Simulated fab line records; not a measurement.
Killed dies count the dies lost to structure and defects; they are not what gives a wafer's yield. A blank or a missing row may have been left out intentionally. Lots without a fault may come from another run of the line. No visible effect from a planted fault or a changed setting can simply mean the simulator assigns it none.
Matching of chambers / flow nand-harc / NHARC_P_M2_DEP_33 on pecvd-01: 3 sister chambers
The step deposits SiCN, target thk 30 nm. 3 wafers are shown with their chamber, then 12 later ones without.

## WAFERS PAIRED WITH THEIR CHAMBERS
wafer=L087.2; chamber=0; showerhead-vpp-V (V)=1342
wafer=L088.1; chamber=1; showerhead-vpp-V (V)=1255
wafer=L088.4; chamber=2; showerhead-vpp-V (V)=1343

## WAFERS WHOSE CHAMBER IS MISSING
wafer=L090.1; showerhead-vpp-V (V)=1345
wafer=L090.2; showerhead-vpp-V (V)=1332
wafer=L090.4; showerhead-vpp-V (V)=1318
wafer=L091.1; showerhead-vpp-V (V)=1318
wafer=L091.3; showerhead-vpp-V (V)=1329
wafer=L091.5; showerhead-vpp-V (V)=1327
wafer=L093.2; showerhead-vpp-V (V)=1333
wafer=L093.3; showerhead-vpp-V (V)=1248
wafer=L093.5; showerhead-vpp-V (V)=1250
wafer=L097.2; showerhead-vpp-V (V)=1268
wafer=L097.4; showerhead-vpp-V (V)=1342
wafer=L097.5; showerhead-vpp-V (V)=1305

## WHICH CHAMBER EACH ONE RAN IN
wafer=L090.1; from the rows above=can't be placed: 2 or 0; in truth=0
wafer=L090.2; from the rows above=can't be placed: 0 or 2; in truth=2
wafer=L090.4; from the rows above=can't be placed: 0 or 2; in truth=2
wafer=L091.1; from the rows above=can't be placed: 0 or 2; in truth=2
wafer=L091.3; from the rows above=can't be placed: 0 or 2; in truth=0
wafer=L091.5; from the rows above=can't be placed: 0 or 2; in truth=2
wafer=L093.2; from the rows above=can't be placed: 0 or 2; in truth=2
wafer=L093.3; from the rows above=1; in truth=1
wafer=L093.5; from the rows above=1; in truth=1
wafer=L097.2; from the rows above=1; in truth=1
wafer=L097.4; from the rows above=can't be placed: 0 or 2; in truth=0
wafer=L097.5; from the rows above=can't be placed: 0 or 2 or 1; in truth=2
3 of 12 placed correctly. These rows do not allow placing 9 (true chamber among the candidates in 9). Placed wrongly: 0.
How it was worked out, from the rows above alone: a wafer's distance from a chamber is the root of the sum, over the readings, of the square of ((its reading less the chamber's mean) divided by the reading's scatter). The wafer belongs to the nearest chamber; if the next one is less than 2 further off, it can't be placed. The mean given for a chamber averages the wafers shown for that chamber. The scatter: root of mean squared gap, hidden wafer to nearest shown wafer, with one shown wafer a chamber.
